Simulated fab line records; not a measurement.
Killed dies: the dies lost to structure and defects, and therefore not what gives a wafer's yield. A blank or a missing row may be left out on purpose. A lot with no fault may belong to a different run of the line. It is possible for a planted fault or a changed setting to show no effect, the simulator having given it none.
fab line records	flow n5Finfet
record lots=5	wafers=14	lastDay=17
route steps=1938 shown BEOL_M6@1254 BEOL_M7@1263 PASSIVATION@1936
lots untouched by any fault: they come from a run of this same line in which no faults occurred
startH: hours from the record's first day to the start of the lot's first wafer shown	waitH: hours elapsed since this lot's preceding step	" identical to the entry in the row above	L1.1+2: several wafers, shown together as one row	- no value, or no start was given	* or withheld: withheld	< > ~ a bound
route shown NAME@n: names a module that has steps shown in the file, with the first one's number in the route	usual: average and standard deviation across the fault-free wafers	same: alike in all rows	chamber/n: place in a boat	sites: each site's reading	_std_site: their standard deviation	_edge_site: mean of outer sites minus mean of inner sites	radiusMm: for every site, how far away it sits from the centre of the wafer	mask NAME#n: copy n	behind: the most recent tool/chamber to have shaped the wafer	hold: what put the lot on hold/how long, in hours/how the hold closed	device: the n, p or np transistor that did not switch	end of line: tests run on the same wafers once the route is complete	a step given without rows: its recipe and nothing more	killed: the dies lost at the first sort to structure and to defects; this is not the yield of the wafer	map: the dies of a wafer, with x for killed, . for not killed, _ for no die there
set.NAME: the setting the step ran with; set.NAME@STEP: the setting that earlier step ran with	model.NAME: the simulator's own value behind a step, which no gauge read
lots seen at some steps along the route; tables by step, rows by wafer
services: from which hour (startH, from the record's first day; less than 0 if before it) a tool's chamber was out of use, for how many hours, and why
## steps
# step N5_BEOL_M6_SPUTTER_48
# recipe material=Cu	targetThkA=100	tempC=-20	biasV=60	powerW=26000	chamberPressurePa=0.13	timeS=1.667
# usual chuckSensorTempC=-15.9/0.44	throttleValvePct=29.5/0.93
lot.wafer	tool	chamber	startH	waitH	chuckSensorTempC	throttleValvePct
L548.2	pvdSputter-02	-	233.86	1.4	-16.9	28.8
L548.3	"	-	"	"	-15.5	28.5
L548.5	"	-	"	"	-16.0	29.7
L549.2	pvdSputter-03	-	235.10	0.1	-15.6	29.3
L549.5	"	-	"	"	-16.2	29.6
L549.6	"	-	"	"	-15.7	29.5
L551.2	pvdSputter-01	-	266.69	0.1	-15.4	32.0
L551.3	"	-	"	"	-16.0	28.0
L551.5	"	-	"	"	-15.3	29.7
L565.2	pvdSputter-01	-	312.32	0.1	-15.8	27.9
L565.4	"	-	"	"	-15.8	30.6
L565.6	"	-	"	"	-15.2	29.9
L563.3	pvdSputter-03	-	315.37	0.1	-16.5	28.7
L563.4	"	-	"	"	-15.5	29.5
# step N5_BEOL_M6_ECD_50
# recipe material=Cu	targetThkA=3000
# step N5_BEOL_M6_ANNEAL_51
# recipe tempC=225	timeS=90	ambient=N2
# usual annealTempC=225.02/0.15	wafer_temp_C_max=225.81/0.23
lot.wafer	tool	chamber	startH	waitH	annealTempC	wafer_temp_C_max
L548.2	rtpAnneal-01	0	234.39	0.4	224.79	225.82
L548.3	"	0	"	"	225.08	225.95
L548.5	"	0	"	"	225.07	225.36
L549.2	rtpAnneal-02	0	235.72	0.5	225.00	225.74
L549.5	"	0	"	"	225.20	225.82
L549.6	"	0	"	"	225.16	225.61
L551.2	rtpAnneal-02	0	267.36	0.5	225.14	226.44
L551.3	"	0	"	"	224.96	225.51
L551.5	"	0	"	"	225.06	225.84
L565.2	rtpAnneal-01	0	313.18	0.7	225.00	225.75
L565.4	"	0	"	"	224.83	225.79
L565.6	"	0	"	"	224.69	225.53
L563.3	rtpAnneal-01	0	315.68	0.1	225.24	225.22
L563.4	"	0	"	"	225.25	225.57
# step N5_BEOL_M6_CMP_52
# recipe stopOn=SiCOH_lowk	tOverpolishS=6.9	downForcePsi=1	platenRpm=50	clearingPlatenDownForcePsi=1.5	clearingPlatenRpm=50	postCmpClean=cuAlkaline	targetThkNm=80	clearingPlatenPadVelocityMS=0.99484	padVelocityMS=0.99484
# step N5_BEOL_M6_THK_MEAS_53
# recipe thkMeasGauge=xrf	reads=Cu_of_BEOL_M6_ECD_50
# usual M6_THK=80.3/2
lot.wafer	tool	chamber	startH	waitH	M6_THK[nm]
L548.2	filmMetro-02	-	234.94	-	80.3
L548.3	"	-	"	"	83.1
L548.5	"	-	"	"	81.8
L549.2	filmMetro-02	-	236.49	-	77.8
L549.5	"	-	"	"	77.8
L549.6	"	-	"	"	77.1
L551.2	filmMetro-01	-	267.92	-	82.3
L551.3	"	-	"	"	80.2
L551.5	"	-	"	"	81.4
L565.2	filmMetro-02	-	313.74	-	80.1
L565.4	"	-	"	"	81.6
L565.6	"	-	"	"	84.8
L563.3	filmMetro-02	-	316.19	-	82.5
L563.4	"	-	"	"	79.6
# step N5_BEOL_M6_PRE_CLEAN_55
# recipe gas=NH3	timeS=15	tempC=withheld	rfPowerW=300
# step N5_BEOL_M6_DEP_56
# recipe material=SiCN	targetThkA=100	tempC=withheld	precursor=3MS/NH3	pressureTorr=3	rfW=202	timeS=17.5
# usual showerheadPlenumPTorr=3.667/0.015	throttleValvePct=8.9/0.49
lot.wafer	tool	chamber	startH	waitH	showerheadPlenumPTorr	throttleValvePct
L548.2	pecvd-04	1	235.00	0.0	3.667	9.1
L548.3	"	2	"	"	3.677	9.0
L548.5	"	0	"	"	3.667	9.0
L549.2	pecvd-02	2	236.56	0.0	3.668	7.8
L549.5	"	1	"	"	3.634	10.1
L549.6	"	0	"	"	3.674	9.1
L551.2	pecvd-04	1	267.99	0.0	3.658	8.7
L551.3	"	1	"	"	3.664	8.8
L551.5	"	1	"	"	3.657	8.9
L565.2	pecvd-03	0	313.80	0.0	3.685	9.0
L565.4	"	1	"	"	3.651	8.8
L565.6	"	2	"	"	3.646	8.7
L563.3	pecvd-04	0	316.25	0.0	3.676	8.3
L563.4	"	0	"	"	3.674	8.2
# step N5_BEOL_M6_RS_MEAS_57
# recipe thkMeasGauge=four-point-probe	reads=Cu_of_BEOL_M6_ECD_50+Co_of_BEOL_M6_CVD_78+TaN_of_BEOL_M6_ALD_77
# usual M6_RS=0.285/0.0084
lot.wafer	tool	chamber	startH	waitH	M6_RS[ohm/sq]
L548.2	filmMetro-02	-	235.07	0.1	0.283
L548.3	"	-	"	"	0.272
L548.5	"	-	"	"	0.276
L549.2	filmMetro-01	-	236.63	0.1	0.294
L549.5	"	-	"	"	0.296
L549.6	"	-	"	"	0.298
L551.2	filmMetro-01	-	268.08	0.1	0.278
L551.3	"	-	"	"	0.287
L551.5	"	-	"	"	0.281
L565.2	filmMetro-02	-	313.87	0.1	0.284
L565.4	"	-	"	"	0.279
L565.6	"	-	"	"	0.268
L563.3	filmMetro-02	-	316.32	0.1	0.272
L563.4	"	-	"	"	0.283
# step N5_BEOL_M6_INSPECT_58
# recipe inspectInstrument=darkfield	mode=postDep
# usual rawDefectCount=76/25
lot.wafer	tool	chamber	startH	waitH	rawDefectCount
L548.2	defectInspect-01	-	235.10	0.0	164
L548.3	"	-	"	"	109
L548.5	"	-	"	"	76
L549.2	defectInspect-01	-	236.65	0.0	98
L549.5	"	-	"	"	82
L549.6	"	-	"	"	93
L551.2	defectInspect-02	-	268.11	0.0	87
L551.3	"	-	"	"	106
L551.5	"	-	"	"	81
L565.2	defectInspect-02	-	313.90	0.0	47
L565.4	"	-	"	"	47
L565.6	"	-	"	"	48
L563.3	defectInspect-02	-	316.34	0.0	68
L563.4	"	-	"	"	70
# step N5_BEOL_M7_ILD_DEP_00
# recipe material=SiCOH_lowk	targetThkA=1797.5	tempC=300	precursor=DEMS/porogen	pressureTorr=5	rfW=500	timeS=33.4
# usual heaterPowerW=328/61	showerheadPlenumPTorr=5.751/0.019	throttleValvePct=13.8/0.58
lot.wafer	tool	chamber	startH	waitH	heaterPowerW	showerheadPlenumPTorr	throttleValvePct
L548.2	pecvd-01	2	235.14	0.0	452	5.743	14.7
L548.3	"	1	"	"	407	5.752	13.5
L548.5	"	0	"	"	310	5.777	13.9
L549.2	pecvd-01	1	236.69	0.0	388	5.766	13.5
L549.5	"	1	"	"	396	5.769	14.0
L549.6	"	2	"	"	469	5.746	15.1
L551.2	pecvd-03	0	268.14	0.0	304	5.763	13.4
L551.3	"	0	"	"	307	5.759	13.4
L551.5	"	1	"	"	283	5.718	13.8
L565.2	pecvd-03	2	313.93	0.0	251	5.717	13.3
L565.4	"	1	"	"	319	5.731	13.8
L565.6	"	2	"	"	252	5.739	13.6
L563.3	pecvd-01	1	316.38	0.0	381	5.772	13.4
L563.4	"	1	"	"	381	5.765	13.8
# step N5_BEOL_M7_CURE_74
# recipe tempC=385	timeS=240	ambient=He/Ar	material=SiCOH_lowk
# step N5_BEOL_M7_THK_MEAS_01
# recipe reads=SiCOH_lowk_of_BEOL_M7_ILD_DEP_00
# usual M7_ILD_THK=155.5/2.5
lot.wafer	tool	chamber	startH	waitH	M7_ILD_THK[nm]
L548.2	filmMetro-01	-	235.72	0.4	158.9
L548.3	"	-	"	"	155.7
L548.5	"	-	"	"	157.7
L549.2	filmMetro-02	-	237.26	0.4	154.7
L549.5	"	-	"	"	157.6
L549.6	"	-	"	"	161.6
L551.2	filmMetro-01	-	268.74	0.4	154.5
L551.3	"	-	"	"	157.3
L551.5	"	-	"	"	157.2
L565.2	filmMetro-01	-	314.51	0.4	153.9
L565.4	"	-	"	"	155.0
L565.6	"	-	"	"	155.3
L563.3	filmMetro-01	-	316.96	0.3	152.0
L563.4	"	-	"	"	153.7
# step N5_BEOL_M7_PECVD_70
# recipe material=SiO2	targetThkA=200	tempC=400	precursor=TEOS/O2	pressureTorr=5.5	rfW=450	teosFlowSccm=53.8	gas=O2	flowSccm=3000	timeS=22.7
# usual heaterPowerW=746/120	showerheadPlenumPTorr=8.83/0.068	throttleValvePct=22.3/0.91
lot.wafer	tool	chamber	startH	waitH	heaterPowerW	showerheadPlenumPTorr	throttleValvePct	model.SiO2_of_BEOL_M7_PECVD_70.thkNm
L548.2	pecvd-01	1	235.75	0.0	912	8.93	22.2	20
L548.3	"	0	"	"	643	8.94	22.2	19.8
L548.5	"	1	"	"	944	8.91	22.1	20.2
L549.2	pecvd-01	1	237.30	0.0	851	8.93	22.3	19.8
L549.5	"	2	"	"	852	8.78	24.1	20.6
L549.6	"	1	"	"	840	8.92	21.9	20
L551.2	pecvd-04	1	268.78	0.0	626	8.79	22.2	19.8
L551.3	"	2	"	"	702	8.85	22.0	19.8
L551.5	"	2	"	"	707	8.86	22.1	19.8
L565.2	pecvd-04	0	314.55	0.0	635	8.79	20.6	20
L565.4	"	0	"	"	630	8.81	20.5	20.4
L565.6	"	2	"	"	612	8.86	22.1	19.6
L563.3	pecvd-03	2	316.99	0.0	560	8.76	21.3	22.4
L563.4	"	0	"	"	710	8.86	21.9	20.2
# step N5_BEOL_M7_HM_DEP_02
# recipe material=TiN	targetThkA=200	tempC=25	chamberPressurePa=0.49996
# usual throttleValvePct=29.8/1.2
lot.wafer	tool	chamber	startH	waitH	throttleValvePct
L548.2	pvdSputter-01	-	237.16	1.4	28.0
L548.3	"	-	"	"	30.7
L548.5	"	-	"	"	31.6
L549.2	pvdSputter-01	-	237.62	0.3	28.0
L549.5	"	-	"	"	30.9
L549.6	"	-	"	"	28.1
L551.2	pvdSputter-03	-	270.68	1.9	28.9
L551.3	"	-	"	"	29.3
L551.5	"	-	"	"	28.7
L565.2	pvdSputter-01	-	315.40	0.8	31.5
L565.4	"	-	"	"	28.0
L565.6	"	-	"	"	31.2
L563.3	pvdSputter-01	-	318.68	1.7	30.9
L563.4	"	-	"	"	28.2
# step N5_BEOL_M7_COAT_59
# recipe resist=SOC	tempC=250	timeS=60	spinRpm=1500	resistThkNm=100
# step N5_BEOL_M7_COAT_60
# recipe resist=SiARC	tempC=220	timeS=60	spinRpm=1500	resistThkNm=35
# step N5_BEOL_M7_COAT_05
# recipe resist=CAR-ArF	spinRpm=1500	resistThkNm=90
# step N5_BEOL_M7_EBR_07
# recipe solvent=PGMEA	ebrWidthMm=1.5
# step N5_BEOL_M7_SOFTBAKE_06
# recipe tempC=110	timeS=60	resist=CAR-ArF
# step N5_BEOL_M7_EXPOSE_08
# recipe maskId=M7	na=1.35	sourceShape=dipole	sigmaInner=0.817	sigmaOuter=0.97	polarization=te	doseMj=68.25
# step N5_BEOL_M7_PEB_09
# recipe pebTempC=withheld	pebTimeS=60	resist=CAR-ArF
# step N5_BEOL_M7_DEVELOP_10
# recipe developTimeS=30	developer=TMAH	resist=CAR-ArF	rinseLiquid=diw	dry=airSpin	devTempC=23
# step N5_BEOL_M7_CD_MEAS_11
# recipe targetCdNm=38.5	landingEnergyEv=500	detector=seInlens	polarity=opening
# usual cdNm=38.4/0.51
lot.wafer	tool	chamber	startH	waitH	cdNm
L548.2	cdSem-03	0	237.54	-	38.3
L548.3	"	0	"	"	38.3
L548.5	"	0	"	"	38.3
L549.2	cdSem-02	0	238.12	-	37.8
L549.5	"	0	"	"	38.2
L549.6	"	0	"	"	38.4
L551.2	cdSem-01	0	271.19	-	37.9
L551.3	"	0	"	"	37.7
L551.5	"	0	"	"	37.5
L565.2	cdSem-02	0	315.90	-	39.4
L565.4	"	0	"	"	39.3
L565.6	"	0	"	"	38.2
L563.3	cdSem-02	0	319.06	-	38.8
L563.4	"	0	"	"	38.5
# step N5_BEOL_M7_OVL_MEAS_12
# recipe pointsPerWafer=44
# usual M7_OVL=-0.2/0.77
lot.wafer	tool	chamber	startH	waitH	M7_OVL[nm]
L548.2	overlay-01	0	237.57	0.0	-1.3
L548.3	"	0	"	"	-0.1
L548.5	"	0	"	"	-1.5
L549.2	overlay-02	0	238.15	0.0	-0.2
L549.5	"	0	"	"	-2.7
L549.6	"	0	"	"	0.0
L551.2	overlay-02	0	271.22	0.0	-0.7
L551.3	"	0	"	"	-0.4
L551.5	"	0	"	"	-1.1
L565.2	overlay-02	0	315.93	0.0	0.0
L565.4	"	0	"	"	0.6
L565.6	"	0	"	"	0.4
L563.3	overlay-01	0	319.09	0.0	-0.5
L563.4	"	0	"	"	0.3
# step N5_BEOL_M7_INSPECT_13
# recipe mode=adi	inspectInstrument=brightfield
# usual rawDefectCount=399/85
lot.wafer	tool	chamber	startH	waitH	rawDefectCount
L548.2	defectInspect-01	-	237.59	0.0	454
L548.3	"	-	"	"	492
L548.5	"	-	"	"	392
L549.2	defectInspect-01	-	238.18	0.0	519
L549.5	"	-	"	"	363
L549.6	"	-	"	"	466
L551.2	defectInspect-01	-	271.24	0.0	520
L551.3	"	-	"	"	501
L551.5	"	-	"	"	462
L565.2	defectInspect-02	-	315.96	0.0	399
L565.4	"	-	"	"	380
L565.6	"	-	"	"	389
L563.3	defectInspect-01	-	319.11	0.0	372
L563.4	"	-	"	"	367
# step N5_BEOL_M7_DESCUM_16
# recipe chemistry=O2	timeS=7.9	sourcePowerW=50	biasPowerW=20	pressureMtorr=20	rfFrequencyHz=2.712e+07	tempC=40	resist=CAR-ArF	o2FlowSccm=225
# step N5_BEOL_M7_ETCH_61
# recipe chemistry=CF4	target=SiARC	targetDepthA=455	maskMaterial=CAR-ArF	timeS=75.8	ionEnergyEv=80	pressureMtorr=40	sourceW=545	biasW=36	Ar_flow_sccm=100	cf4FlowSccm=100	ends=cleared
# step N5_BEOL_M7_ETCH_62
# recipe chemistry=N2/H2	target=SOC	targetDepthA=1100	overetchA=220	maskMaterial=SiARC	tempC=40	timeS=165	ionEnergyEv=200	pressureMtorr=30	sourceW=840	biasW=150	n2FlowSccm=200	h2FlowSccm=200
# step N5_BEOL_M7_STRIP_68
# recipe chemistry=N2/H2	tempC=40	n2FlowSccm=200	h2FlowSccm=200	rfFrequencyHz=6e+07
# step N5_BEOL_M7_STRIP_67
# recipe chemistry=CF4	resist=SiARC	powerW=300	biasPowerW=75	pressureMtorr=50	cf4FlowSccm=150	rfFrequencyHz=6e+07
# step N5_BEOL_M7_HM_OPEN_17
# recipe chemistry=Cl2/BCl3	targetDepthA=200	overetchA=60	target=TiN	maskMaterial=SOC	ionEnergyEv=150	pressureMtorr=10	icpW=1000	biasW=126	Cl2_flow_sccm=53.25	bcl3FlowSccm=21.75	Ar_flow_sccm=25
# step N5_BEOL_M7_STRIP_19
# recipe chemistry=O2	powerW=400	tempC=40	pressureMtorr=30	rfFrequencyHz=6e+07	biasPowerW=0	overashFraction=0.2	o2FlowSccm=225
# step N5_BEOL_M7_CD_MEAS_18
# recipe pitchNm=80	targetCdNm=40
# usual cdNm=39.9/0.63
lot.wafer	tool	chamber	startH	waitH	cdNm
L548.2	cdSem-03	-	238.09	0.1	39.3
L548.3	"	-	"	"	40.1
L548.5	"	-	"	"	39.8
L549.2	cdSem-03	-	238.80	0.1	39.2
L549.5	"	-	"	"	39.8
L549.6	"	-	"	"	39.9
L551.2	cdSem-02	-	271.74	0.1	40.0
L551.3	"	-	"	"	39.5
L551.5	"	-	"	"	39.3
L565.2	cdSem-01	-	316.45	0.1	40.4
L565.4	"	-	"	"	40.8
L565.6	"	-	"	"	39.4
L563.3	cdSem-02	-	319.93	0.1	41.2
L563.4	"	-	"	"	40.3
# step N5_BEOL_M7_COAT_63
# recipe resist=SOC	tempC=250	timeS=60	spinRpm=1500	resistThkNm=60
# step N5_BEOL_M7_COAT_64
# recipe resist=SiARC	tempC=220	timeS=60	spinRpm=1500	resistThkNm=12
# step N5_BEOL_M7_COAT_71
# recipe resist=underlayer	tempC=205	timeS=60	spinRpm=1500	resistThkNm=5
# step N5_BEOL_M7_COAT_22
# recipe resist=CAR-EUV	spinRpm=1500	resistThkNm=30
# step N5_BEOL_M7_EBR_24
# recipe solvent=PGMEA	ebrWidthMm=1.5
# step N5_BEOL_M7_SOFTBAKE_23
# recipe tempC=110	timeS=60	resist=CAR-EUV
# step N5_BEOL_M7_EXPOSE_25
# recipe maskId=V6	na=0.33	sourceShape=annular	sigmaInner=0.4	sigmaOuter=0.8	polarization=unpolarized	targetCdNm=40	doseMj=42.5
# step N5_BEOL_M7_PEB_26
# recipe pebTempC=100	pebTimeS=60	resist=CAR-EUV
# step N5_BEOL_M7_DEVELOP_27
# recipe developTimeS=30	developer=TMAH	resist=CAR-EUV	rinseLiquid=surfactantRinse	dry=airSpin	devTempC=23
# step N5_BEOL_M7_HM_STRIP_39
# recipe chemistry=peroxideTinStrip	material=TiN	targetDepthA=250	tempC=50	timeS=158
# usual tempC=49.98/0.12
lot.wafer	tool	chamber	startH	waitH	tempC	model.SiO2_of_BEOL_M7_PECVD_70.thkNm
L548.2	wetBench-03	3	239.54	0.0	49.83	20
L548.3	"	7	"	"	50.10	19.6
L548.5	"	0	"	"	49.82	20
L549.2	wetBench-03	6	239.94	0.0	49.87	19.8
L549.5	"	7	"	"	50.11	20.4
L549.6	"	4	"	"	50.01	19.8
L551.2	wetBench-01	7	274.49	0.0	50.17	19.6
L551.3	"	6	"	"	50.04	19.6
L551.5	"	2	"	"	49.97	19.6
L565.2	wetBench-03	2	319.09	0.0	50.00	19.8
L565.4	"	4	"	"	50.08	20.2
L565.6	"	3	"	"	50.02	19.4
L563.3	wetBench-01	3	321.46	0.0	50.15	22.2
L563.4	"	7	"	"	50.14	20
# step N5_PASSIVATION_PROBE_49
# usual defectLimitedYield=91.3/1.5	killed_at_M0_to_M3=34/10	killed_at_M4_up=13/4.9	killedAtContacts=13/6.1	killedAtFrontEnd=39/13	killedAtOther=4.1/2.7	killedDies=103/18	killedOpen=68/13	killedShort=32/7.6	sort_bin_5_function=5.2/1	sort_bin_6_memory=3.2/0.75	sortNPass=1077/18	sortYieldPct=91.3/1.5
# same grossDies=1180	killedAtBackSide=0	sort_bin_4_leakage[%]=0	sort_bin_8_speed[%]=0
lot.wafer	tool	chamber	startH	waitH	defectLimitedYield[%]	killed_at_M0_to_M3	killed_at_M4_up	killedAtContacts	killedAtFrontEnd	killedAtOther	killedDies	killedOpen	killedShort	sort_bin_5_function[%]	sort_bin_6_memory[%]	sortNPass	sortYieldPct[%]
L548.2	prober-02	-	314.32	0.1	93.2	17	4	10	44	5	80	55	24	3.9	2.5	1100	93.2
L548.3	prober-02	-	314.37	0.1	92.1	22	10	14	45	2	93	65	25	4.3	3.6	1087	92.1
L548.5	prober-02	-	314.47	0.2	90.3	26	12	12	64	1	115	74	37	5.8	3.4	1065	90.3
L549.2	prober-02	-	322.15	0.1	89.1	56	22	11	38	2	129	77	47	6.4	4.0	1051	89.1
L549.5	prober-02	-	322.30	0.2	92.2	41	8	9	33	1	92	49	40	4.5	3.1	1088	92.2
L549.6	prober-02	-	322.35	0.3	90.5	57	15	5	34	1	112	60	49	5.1	3.5	1068	90.5
L551.2	prober-01	-	353.54	0.1	90.6	36	15	19	36	5	111	72	38	5.7	3.2	1069	90.6
L551.3	prober-01	-	353.59	0.1	89.9	42	14	21	34	8	119	78	36	5.9	4.1	1061	89.9
L551.5	prober-01	-	353.69	0.2	92.3	30	8	11	35	7	91	55	36	5.3	2.3	1089	92.3
L563.3	prober-01	-	401.06	0.1	94.2	28	5	14	21	1	69	39	30	3.4	2.1	1111	94.2
L563.4	prober-01	-	401.11	0.2	95.1	22	10	8	17	1	58	40	16	2.9	1.9	1122	95.1
# killed by level:class
L548.2 FIN_SAQP:geometricParticle:open=13 MOL_CONTACT_COAG:geometricParticle:open=9 FIN_SAQP:geometricParticle:short=7 STI_FIN_REVEAL:geometricParticle:open=7 BEOL_M0_SAQP:geometricParticle:open=6 BEOL_M1:geometricParticle:open=5 DUMMY_GATE:geometricParticle:open=3 STARTING-WAFER:geometricParticle:open=3
L548.3 STI_FIN_REVEAL:geometricParticle:open=11 MOL_CONTACT_COAG:geometricParticle:open=11 FIN_SAQP:geometricParticle:open=10 GATE_CUT:geometricParticle:short=7 BEOL_M2:geometricParticle:open=7 BEOL_M4:geometricParticle:open=5 FIN_SAQP:geometricParticle:short=4 BEOL_M1:geometricParticle:open=4
L548.5 STI_FIN_REVEAL:geometricParticle:open=21 FIN_SAQP:geometricParticle:open=10 MOL_CONTACT_COAG:geometricParticle:open=8 FIN_SAQP:geometricParticle:short=6 BEOL_M2:geometricParticle:open=6 STARTING-WAFER:geometricParticle:short=6 SPACER0:geometricParticle:short=5 GATE_CUT:geometricParticle:short=5
L549.2 BEOL_M0_SAQP:geometricParticle:short=14 BEOL_M0_SAQP:geometricParticle:open=14 BEOL_M3:geometricParticle:open=9 MOL_CONTACT_COAG:geometricParticle:open=8 BEOL_M4:geometricParticle:open=8 FIN_SAQP:geometricParticle:open=7 BEOL_M2:geometricParticle:open=6 BEOL_M2:geometricParticle:short=6
L549.5 GATE_CUT:geometricParticle:short=11 BEOL_M0_SAQP:geometricParticle:short=11 BEOL_M0_SAQP:geometricParticle:open=8 BEOL_M3:geometricParticle:open=8 MOL_CONTACT_COAG:geometricParticle:open=7 DUMMY_GATE:geometricParticle:open=5 FIN_SAQP:geometricParticle:short=4 BEOL_M4:geometricParticle:open=4
L549.6 BEOL_M0_SAQP:geometricParticle:short=21 BEOL_M0_SAQP:geometricParticle:open=15 GATE_CUT:geometricParticle:short=6 BEOL_M2:geometricParticle:open=6 BEOL_M5:geometricParticle:open=5 ILD0:geometricParticle:short=4 STARTING-WAFER:geometricParticle:open=4 BEOL_M1:geometricParticle:short=4
L551.2 MOL_CONTACT_COAG:geometricParticle:open=15 BEOL_M0_SAQP:geometricParticle:open=8 BEOL_M0_SAQP:geometricParticle:short=8 GATE_CUT:geometricParticle:open=7 FIN_SAQP:geometricParticle:open=5 BEOL_M2:geometricParticle:open=5 BEOL_M3:geometricParticle:open=5 GATE_CUT:geometricParticle:short=4
L551.3 MOL_CONTACT_COAG:geometricParticle:open=17 BEOL_M0_SAQP:geometricParticle:open=9 BEOL_M3:geometricParticle:open=8 FIN_SAQP:geometricParticle:open=7 BEOL_M2:geometricParticle:open=7 GATE_CUT:geometricParticle:short=5 STARTING-WAFER:geometricParticle:open=5 BEOL_M0_SAQP:geometricParticle:short=5
L551.5 BEOL_M0_SAQP:geometricParticle:open=11 STI_FIN_REVEAL:geometricParticle:open=9 MOL_CONTACT_COAG:geometricParticle:open=9 BEOL_M0_SAQP:geometricParticle:short=8 STARTING-WAFER:geometricParticle:short=7 STARTING-WAFER:geometricParticle:open=5 FIN_SAQP:geometricParticle:open=4 FIN_SAQP:geometricParticle:short=3
L563.3 MOL_CONTACT_COAG:geometricParticle:open=12 BEOL_M0_SAQP:geometricParticle:open=7 FIN_SAQP:geometricParticle:short=5 BEOL_M3:geometricParticle:open=5 BEOL_M0_SAQP:geometricParticle:short=4 BEOL_M2:geometricParticle:short=4 FIN_SAQP:geometricParticle:open=3 FIN_CUT:geometricParticle:short=3
L563.4 BEOL_M4:geometricParticle:open=8 MOL_CONTACT_COAG:geometricParticle:open=7 BEOL_M2:geometricParticle:open=7 STI_FIN_REVEAL:geometricParticle:open=4 BEOL_M0_SAQP:geometricParticle:short=4 FIN_SAQP:geometricParticle:short=3 BEOL_M0_SAQP:geometricParticle:open=3 BEOL_M2:geometricParticle:short=3
## services
tool	chamber	startH	hours	kind
pecvd-04	0	217.28	2.1	scheduledDown
pecvd-04	2	225.36	2.1	scheduledDown
pecvd-04	0	238.16	8.0	repair
pecvd-04	0	255.57	-	clean
pecvd-04	0	255.57	29.5	scheduledDown
pecvd-04	0	255.57	29.5	ventCycle
pecvd-03	2	264.37	6.0	repair
pecvd-01	1	282.80	15.4	repair
pecvd-01	2	293.00	3.6	repair
pvdSputter-01	-	302.73	1.0	repair
pvdSputter-02	-	321.35	3.9	repair
## key
firstSign none at tools or gauges
modelEffect step=N5_BEOL_M7_PECVD_70	value=SiO2_of_BEOL_M7_PECVD_70.thkNm	without=20.4	struck=22.4
modelEffect step=N5_BEOL_M7_HM_STRIP_39	value=SiO2_of_BEOL_M7_PECVD_70.thkNm	without=20.4	struck=22.2
metAt N5_BEOL_M7_PECVD_70
struckWafers L563.3
fault kind=processParameterDrift	tool=pecvd-03	chamber=-	onsetH=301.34	steps=N5_BEOL_M7_PECVD_70	channel=timeS	offset=*	shape=step	endH=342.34	scope=struckWafersOnly	actsIn=*	stated=*
